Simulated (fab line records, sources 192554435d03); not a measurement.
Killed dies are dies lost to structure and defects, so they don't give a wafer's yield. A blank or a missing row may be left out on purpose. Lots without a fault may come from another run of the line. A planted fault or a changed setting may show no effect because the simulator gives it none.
Chamber matching | flow n5_finfet | N5_BEOL_M4_PECVD_72 on pecvd-01: 3 sister chambers
The step deposits SiO2 from TEOS/O2, target thk 16 nm, time 18 s. 6 wafers are shown with their chamber, then 7 later ones without.

WAFERS WITH THEIR CHAMBER
wafer  | chamber | throttle_valve_pct (%) | heater_power_w (W)
L084.3 | 1       | 22.6                   | 870
L086.1 | 0       | 21.7                   | 598
L086.2 | 2       | 22.8                   | 633
L086.4 | 2       | 23.0                   | 635
L091.1 | 1       | 22.7                   | 907
L091.2 | 0       | 21.6                   | 662

WAFERS WITHOUT THEIR CHAMBER
wafer  | throttle_valve_pct (%) | heater_power_w (W)
L091.6 | 22.7                   | 882
L093.2 | 21.7                   | 633
L093.5 | 22.5                   | 862
L093.6 | 22.0                   | 633
L097.1 | 22.6                   | 801
L097.2 | 21.7                   | 636
L097.5 | 21.5                   | 636

WHICH CHAMBER EACH WENT THROUGH
wafer  | from the rows above | in truth
L091.6 | 1                   | 1
L093.2 | 0                   | 0
L093.5 | 1                   | 1
L093.6 | 0                   | 0
L097.1 | 1                   | 1
L097.2 | 0                   | 0
L097.5 | 0                   | 0
Placed correctly: 7 of 7. Can't be placed from these rows: 0. Placed wrongly: 0.
How it was worked out, from the rows above alone: a wafer's distance from a chamber is the root of the sum, over the readings, of the square of ((its reading less the chamber's mean) divided by the reading's scatter). The wafer belongs to the nearest chamber; if the next one is less than 2 further off, it can't be placed. A chamber's mean is the mean of its shown wafers. The scatter: the root of (the sum of the squares of (reading less its chamber's mean) over the shown wafers, divided by (wafers less chambers)).
